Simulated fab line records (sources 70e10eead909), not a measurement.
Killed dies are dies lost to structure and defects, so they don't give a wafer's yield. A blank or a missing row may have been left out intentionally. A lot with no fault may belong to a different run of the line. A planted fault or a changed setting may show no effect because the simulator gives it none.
Which tool was responsible?    flow nand harc    15 lots with 45 wafers sampled at 3 steps, on a route of 1159 steps

## WHAT THE GAUGES SHOWED, per wafer
NHARC_A_BLC_INSPECT_28. Usual: raw defect count 422, standard deviation 130.
lot   measured      on                 raw defect count  flag
L547  day 17 18:59  defect inspect-02  573 496 510       
L546  day 17 19:46  defect inspect-02  452 425 261       
L552  day 18 20:16  defect inspect-02  425 447 646       
L554  day 18 21:15  defect inspect-01  297 402 274       
L553  day 19 09:58  defect inspect-02  377 391 408       
L560  day 20 08:59  defect inspect-02  505 465 423       
L559  day 20 09:26  defect inspect-01  598 379 520       
L561  day 20 19:17  defect inspect-01  269 377 284       
L562  day 21 15:46  defect inspect-02  467 448 515       
L563  day 21 23:49  defect inspect-02  490 313 452       
L566  day 22 00:17  defect inspect-02  326 328 292       
L564  day 22 07:46  defect inspect-02  391 354 393       
L567  day 22 19:39  defect inspect-02  679 532 560       
L569  day 23 04:27  defect inspect-01  299 448 292       
L568  day 23 06:39  defect inspect-02  477 546 310       

## EACH LOT AND THE TOOL THAT RAN IT (in order: tool; ch and the chambers of the sampled wafers; start)
lot   NHARC_A_BLC_ETCH_17                            NHARC_A_BLC_STRIP_21
L547  rie diel-13 ch 0,2,3, day 17 16:54 or earlier  rie diel-13 ch 0,2,3, day 17 16:54
L546  rie diel-07 ch 2,3, day 17 17:56 or earlier    rie diel-04 ch 0,1,3, day 17 17:56
L552  rie diel-13 ch 2,3, day 18 18:16 or earlier    rie diel-07 ch 0,2,3, day 18 18:16
L554  rie diel-13 ch 0,2,3, day 18 19:27 or earlier  rie diel-04 ch 1,2,3, day 18 19:27
L553  rie diel-07 ch 1,2, day 19 07:21 or earlier    rie diel-07 ch 0,1, day 19 07:21
L560  rie diel-07 ch 0,1,2, day 20 05:03 or earlier  rie diel-07 ch 0,1, day 20 05:03
L559  rie diel-04 ch 1,2,3, day 20 05:37 or earlier  rie diel-07 ch 0,1,3, day 20 05:37
L561  rie diel-07 ch 0,3, day 20 17:28 or earlier    rie diel-13 ch 0,2,3, day 20 17:28
L562  rie diel-07 ch 1,2, day 21 07:53 or earlier    rie diel-13 ch 0,1, day 21 07:53
L563  rie diel-13 ch 1,2,3, day 21 18:18 or earlier  rie diel-13 ch 0,2,3, day 21 18:18
L566  rie diel-07 ch 0,1,2, day 21 19:08 or earlier  rie diel-07 ch 0,1,2, day 21 19:08
L564  rie diel-04 ch 1,2,3, day 22 05:59 or earlier  rie diel-13 ch 0,1,2, day 22 05:59
L567  rie diel-13 ch 1,2,3, day 22 11:52 or earlier  rie diel-07 ch 0,1,2, day 22 11:52
L569  rie diel-13 ch 0,3, day 23 00:52 or earlier    rie diel-13 ch 0,1,3, day 23 00:52
L568  rie diel-07 ch 1,2, day 23 01:18 or earlier    rie diel-13 ch 0,3, day 23 01:18
- NHARC_A_BLC_ETCH_17: etches the open film in N2/H2, target depth 390 nm, time 609.38 s.
- NHARC_A_BLC_STRIP_21: strips in O2.

## AS READ BY THE TOOLS THEMSELVES (means over the sampled wafers that have a number; for cases with no such wafer, the mark the record gives instead)
NHARC_A_BLC_ETCH_17. Usual: drypump motor current A 5.7 A, standard deviation 0.35; oes product au 0.998 a.u., standard deviation 0.012; rf vpp V 432.0 V, standard deviation 2.1; showerhead plenum p Torr 2.09 Torr, standard deviation 0.073; throttle valve pct 14.172 %, standard deviation 0.0088.
lot   tool         drypump motor current A (A)  oes product au (a.u.)  rf vpp V (V)  showerhead plenum p Torr (Torr)  throttle valve pct (%)  flag
L547  rie diel-13  6.0                          0.989                  433.4         2.16                             14.174                  
L546  rie diel-07  5.3                          1.004                  430.4         2.05                             14.177                  
L552  rie diel-13  5.9                          0.998                  433.9         2.17                             14.171                  
L554  rie diel-13  6.0                          0.995                  433.6         2.16                             14.170                  
L553  rie diel-07  5.3                          1.003                  430.3         2.01                             14.179                  
L560  rie diel-07  5.4                          0.997                  430.0         2.03                             14.176                  
L559  rie diel-04  5.5                          1.002                  430.3         2.03                             14.177                  
L561  rie diel-07  5.4                          0.996                  429.8         2.03                             14.176                  
L562  rie diel-07  5.3                          0.993                  430.3         2.01                             14.174                  
L563  rie diel-13  5.9                          0.998                  433.7         2.15                             14.174                  
L566  rie diel-07  5.4                          0.994                  429.8         2.03                             14.177                  
L564  rie diel-04  5.5                          0.997                  430.5         2.02                             14.174                  
L567  rie diel-13  5.9                          1.001                  433.3         2.15                             14.164                  
L569  rie diel-13  6.2                          0.998                  434.1         2.16                             14.166                  
L568  rie diel-07  5.3                          0.996                  430.0         2.01                             14.180                  

NHARC_A_BLC_STRIP_21. Usual: drypump motor current A 5.7 A, standard deviation 0.36; oes product au 0.999 a.u., standard deviation 0.013; rf vpp V 57.8 V, standard deviation 0.9; showerhead plenum p Torr 3.61 Torr, standard deviation 0.12; throttle valve pct 17.037 %, standard deviation 0.0095.
lot   tool         drypump motor current A (A)  oes product au (a.u.)  rf vpp V (V)  showerhead plenum p Torr (Torr)  throttle valve pct (%)  flag
L547  rie diel-13  6.0                          1.003                  58.4          3.71                             17.047                  
L546  rie diel-04  5.7                          1.004                  57.7          3.51                             17.038                  
L552  rie diel-07  5.4                          0.998                  58.1          3.55                             17.026                  
L554  rie diel-04  5.5                          1.009                  57.5          3.52                             17.045                  
L553  rie diel-07  5.4                          1.004                  57.3          3.46                             17.034                  
L560  rie diel-07  5.4                          0.992                  57.9          3.46                             17.048                  
L559  rie diel-07  5.4                          0.992                  56.4          3.49                             17.033                  
L561  rie diel-13  6.0                          0.986                  58.4          3.71                             17.039                  
L562  rie diel-13  5.9                          0.998                  57.5          3.67                             17.031                  
L563  rie diel-13  6.0                          0.996                  58.0          3.71                             17.038                  
L566  rie diel-07  5.4                          0.986                  57.5          3.51                             17.035                  
L564  rie diel-13  5.8                          0.997                  57.3          3.68                             17.046                  
L567  rie diel-07  5.4                          0.995                  57.6          3.51                             17.026                  
L569  rie diel-13  6.0                          0.998                  58.2          3.69                             17.034                  
L568  rie diel-13  6.2                          0.992                  57.9          3.72                             17.040                  

## THE ANSWER, worked out from the rows above alone
Rule: a lot counts as off when the mean over its wafers that have a number is more than 3 standard deviations away from the usual mean. Also off: a lot with no number at a reading for which 4 or more lots have one. All remaining lots with rows at the step are treated as sound. Order of review: gauges by route order, followed by the tools' own readings, for which a lot's mean as printed above is used. At the first step where some lot is off, the reading lying furthest off is the one used; lots without a number count as furthest.
No lot is off on any of the readings shown, so nothing can be concluded from this.

## WHAT HAD BEEN PUT IN BY THE SIMULATOR
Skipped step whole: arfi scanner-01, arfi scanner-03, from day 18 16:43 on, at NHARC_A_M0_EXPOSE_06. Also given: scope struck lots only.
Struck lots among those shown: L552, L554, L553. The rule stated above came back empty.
